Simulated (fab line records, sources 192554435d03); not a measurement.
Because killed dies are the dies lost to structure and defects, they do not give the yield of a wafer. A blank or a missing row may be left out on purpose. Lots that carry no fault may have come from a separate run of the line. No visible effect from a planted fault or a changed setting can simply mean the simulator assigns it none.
Chamber matching | flow n5_finfet | rie_diel-03 running N5_MOL_CONTACT_COAG_ETCHBACK_134: 4 sister chambers
The step etches SiO2 in CHF3, target depth 10 nm, time 6.7 s. 14 wafers are shown with their chamber, then 7 later ones without.

WAFERS PAIRED WITH THEIR CHAMBERS
wafer  | chamber | showerhead_plenum_p_Torr (Torr) | drypump_motor_current_A (A) | throttle_valve_pct (%)
L078.1 | 3       | 2.27                            | 5.1                         | 18.90
L078.4 | 2       | 2.50                            | 5.7                         | 18.83
L078.5 | 2       | 2.50                            | 5.6                         | 18.82
L077.1 | 0       | 2.46                            | 6.0                         | 19.02
L077.5 | 0       | 2.46                            | 6.0                         | 19.01
L077.6 | 3       | 2.27                            | 5.1                         | 18.91
L082.2 | 1       | 2.53                            | 5.8                         | 18.39
L082.4 | 3       | 2.27                            | 5.1                         | 18.91
L082.5 | 1       | 2.53                            | 5.8                         | 18.41
L084.1 | 3       | 2.27                            | 5.1                         | 18.91
L084.4 | 1       | 2.53                            | 5.8                         | 18.41
L084.5 | 0       | 2.45                            | 6.0                         | 19.03
L086.1 | 2       | 2.49                            | 5.6                         | 18.86
L086.3 | 1       | 2.53                            | 5.8                         | 18.41

SIGNATURES (averages over the wafers above)
reading                  | chamber 0 | chamber 1 | chamber 2 | chamber 3 | scatter within a chamber
showerhead_plenum_p_Torr | 2.4567    | 2.5300    | 2.4967    | 2.2700    | 0.00365
drypump_motor_current_A  | 6.000     | 5.800     | 5.633     | 5.100     | 0.0258
throttle_valve_pct       | 19.0200   | 18.4050   | 18.8367   | 18.9075   | 0.012
Rule: distance of a wafer from a chamber = root of the sum over the readings of ((wafer's reading minus chamber's mean) / reading's scatter) squared. If the next closest chamber is less than 2 further off than the closest, the wafer can't be placed; otherwise it belongs to the closest. How the scatter is found: for the shown wafers, subtract from each reading the mean of its chamber, square and add these, divide the total by (wafers less chambers), then take the root.

WAFERS MISSING THEIR CHAMBER
wafer  | showerhead_plenum_p_Torr (Torr) | drypump_motor_current_A (A) | throttle_valve_pct (%)
L086.4 | 2.45                            | 6.0                         | 19.04
L091.1 | 2.52                            | 5.8                         | 18.42
L091.4 | 2.45                            | 6.0                         | 19.05
L091.5 | 2.26                            | 5.1                         | 18.95
L097.2 | 2.44                            | 6.0                         | 19.09
L097.4 | 2.49                            | 5.6                         | 18.91
L097.6 | 2.26                            | 5.1                         | 18.96

EACH ONE'S CHAMBER
wafer  | from the rows above | in truth
L086.4 | 0                   | 0
L091.1 | 1                   | 1
L091.4 | 0                   | 0
L091.5 | 3                   | 3
L097.2 | 0                   | 0
L097.4 | 2                   | 2
L097.6 | 3                   | 3
Correct placement for 7 of the 7. Left unplaced by these rows: 0. 0 placed wrongly.
